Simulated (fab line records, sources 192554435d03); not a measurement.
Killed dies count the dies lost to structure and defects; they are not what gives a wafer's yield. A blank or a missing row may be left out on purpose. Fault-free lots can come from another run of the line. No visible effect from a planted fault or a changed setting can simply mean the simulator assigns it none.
What tool caused it?	flow n5-finfet	8 lots, 23 wafers sampled, at 6 steps of a route of 1938

== WHAT THE GAUGES SHOWED, per wafer ==
N5_BEOL_M4_RC_MEAS_101.
lot	measured	on	DIBL_N (mV/V)
L686	day 8 19:37	prober-01	37.6 37.8 34.6
L687	day 9 02:36	prober-02	34.2 37.5 36.5
L691	day 9 17:09	prober-02	36.4 38.5 38.2
L693	day 10 08:37	prober-02	34.8 36.1 35.6
L694	day 10 12:43	prober-01	32.4 35.3
L696	day 10 22:07	prober-01	43.2 36.6 40.1
L702	day 12 14:58	prober-02	33.1 35.5 36.9
L707	day 13 13:20	prober-02	37.1 39.9 38.7

== WHICH TOOL RAN EACH LOT (tool, then ch and the chambers of the sampled wafers, then the start) ==
lot	N5_BEOL_M0_SAQP_MANDREL_ETCH_103	N5_BEOL_M0_SAQP_ALD_48	N5_BEOL_M0_ETCH_138	N5_BEOL_M0_STRIP_104	N5_BEOL_M0_ETCH_128
L686	rie-si-04 ch 1,2,3, day 6 03:09	ald-sin-01 ch 0,1,3, day 6 05:37	rie-diel-04 ch 1,2,3, day 6 07:06	rie-diel-03 ch 0,2,3, day 6 11:25	rie-diel-04 ch 1,3, day 6 11:32
L687	rie-si-04 ch 0,2,3, day 6 13:46	ald-sin-01 ch 0,1,3, day 6 16:10	rie-diel-03 ch 1,2, day 6 17:21	rie-diel-04 ch 0,1,3, day 6 17:43	rie-diel-03 ch 1,2,3, day 6 17:52
L691	rie-si-04 ch 0,1,2, day 7 08:19	ald-sin-01 ch 0,3, day 7 10:52	rie-diel-04 ch 0,1,2, day 7 12:16	rie-diel-03 ch 2,3, day 7 16:16	rie-diel-04 ch 0,2, day 7 16:29
L693	rie-si-04 ch 0,2,3, day 7 19:41	ald-sin-01 ch 0,1,2, day 7 22:59	rie-diel-04 ch 2,3, day 8 00:22	rie-diel-04 ch 2,3, day 8 00:41	rie-diel-05 ch 1,2,3, day 8 00:49
L694	rie-si-04 ch 1,3, day 8 02:04	ald-sin-04 ch 1,2, day 8 04:52	rie-diel-05 ch 1,2, day 8 06:20	rie-diel-05 ch 2, day 8 08:32	rie-diel-04 ch 2,3, day 8 09:16
L696	rie-si-05 ch 0,2,3, day 8 15:11	ald-sin-01 ch 1,3, day 8 17:59	rie-diel-05 ch 0,2,3, day 8 19:25	rie-diel-04 ch 2,3, day 8 20:46	rie-diel-04 ch 0,2, day 8 20:53
L702	rie-si-03 ch 0,3, day 10 04:44	ald-sin-04 ch 0,1,2, day 10 09:32	rie-diel-03 ch 1,2,3, day 10 10:56	rie-diel-05 ch 0,1,3, day 10 15:10	rie-diel-04 ch 0,1,2, day 10 15:17
L707	rie-si-05 ch 0,1,2, day 11 13:31	ald-sin-01 ch 0,1,2, day 11 16:15	rie-diel-05 ch 0,2,3, day 11 17:34	rie-diel-05 ch 1,2,3, day 11 18:21	rie-diel-03 ch 0,2,3, day 11 18:31
- N5_BEOL_M0_SAQP_MANDREL_ETCH_103: etches a-Si in HBr/Cl2, stops on SiCN, target depth 45 nm, bt time 10 s, time 27 s.
- N5_BEOL_M0_SAQP_ALD_48: deposits SiO2, target thk 20 nm, pulse time 1 s, co reactant pulse time 1 s.
- N5_BEOL_M0_ETCH_138: etches SiCN in CH3F/O2, target depth 12 nm, time 31.6 s.
- N5_BEOL_M0_STRIP_104: strips in N2/H2.
- N5_BEOL_M0_ETCH_128: etches SiCN in CF4/N2, target depth 12 nm, overetch 5.1 nm, time 21.4 s.

== THE ANSWER, worked out from the rows above alone ==
Rule: the lots themselves supply what counts as usual. The widest of any qualifying gaps counts: lots, ordered by their means at a reading, are off when they make up no more than a third of the lots, leave a main group of 4 or more, and stand apart from it by 3 or more times the standard deviation of that group's means. Not used: any main group whose means are identical at the precision the tables above print for the reading. Also off: a lot with no number at a reading for which 4 or more lots have one. Any other lot the step has rows for is counted as sound.
Nothing can be told from this: no lot is off at any reading shown.

== WHAT THE SIMULATOR HAD PUT IN ==
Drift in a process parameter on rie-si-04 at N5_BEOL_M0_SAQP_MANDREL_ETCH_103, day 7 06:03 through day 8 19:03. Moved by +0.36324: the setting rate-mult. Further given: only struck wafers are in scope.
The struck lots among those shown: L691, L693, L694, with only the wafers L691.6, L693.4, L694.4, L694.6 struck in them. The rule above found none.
